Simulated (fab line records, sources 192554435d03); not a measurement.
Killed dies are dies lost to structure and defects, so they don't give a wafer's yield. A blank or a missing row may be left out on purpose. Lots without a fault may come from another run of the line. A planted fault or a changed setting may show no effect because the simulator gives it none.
One fault seen from 2 desks | flow n5_finfet | each desk has only its own numbers; what lay behind them comes last

THE TOOL OWNER'S DESK: litho_track-05
The tool's own readings at N5_MIM_BOT_LITHO_PEB_06: means of the sampled wafers that have a number, for each lot that ran on this tool. A lot is out of limits, marked OUT, if its mean lies more than 4 standard deviations from the usual mean; the brackets give that distance.
Columns: A = exhaust_pa at N5_MIM_BOT_LITHO_PEB_06, usual 44.9 Pa
lot  | first seen here | A
L200 | day 12 18:42    | 44.7
L204 | day 13 18:01    | 44.7
L205 | day 14 15:44    | 44.2
L214 | day 16 16:39    | 44.5
L220 | day 17 15:59    | 44.0
This desk's finding: nothing out of limits on any of the 5 lots.

THE METROLOGY DESK
What the gauges read, lot by lot, whatever tool the lot ran on: means of the sampled wafers that have a number. A lot is out of limits, marked OUT, if its mean lies more than 4 standard deviations from the usual mean; the brackets give that distance.
Columns: A = cd_nm at N5_MIM_BOT_LITHO_CD_MEAS_08, usual 2999.8 nm
lot  | first seen here | A
L200 | day 12 18:49    | 3000.6
L203 | day 13 16:43    | 2999.7
L204 | day 13 18:08    | 2999.7
L208 | day 14 09:23    | 2998.1
L206 | day 14 14:21    | 2997.8
L205 | day 14 15:52    | 2999.5
L211 | day 15 12:21    | 2997.3
L214 | day 16 16:46    | 2992.8 (-4.1) OUT
L220 | day 17 16:07    | 2997.8
L223 | day 18 08:44    | 2998.9
This desk's finding: out of limits on L214; first on L214, day 16 16:46 (cd_nm at N5_MIM_BOT_LITHO_CD_MEAS_08). In limits: L200, L203, L204, L208, L206, L205, L211, L220, L223.

PUT TOGETHER
The metrology desk could have raised an alarm at day 16 16:46, on L214.
The tool owner's desk saw nothing out of limits.
The tool owner's desk has L214 on record, within its limits.
Of the lots named, all ran N5_MIM_BOT_LITHO_PEB_06 on litho_track-05.

WHAT THE SIMULATOR HAD PUT IN
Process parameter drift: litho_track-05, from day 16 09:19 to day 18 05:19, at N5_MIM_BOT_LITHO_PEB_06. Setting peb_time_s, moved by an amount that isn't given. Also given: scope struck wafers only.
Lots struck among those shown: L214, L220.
Hours from the fault's start to each desk's first reading out of limits: the metrology desk, 7.
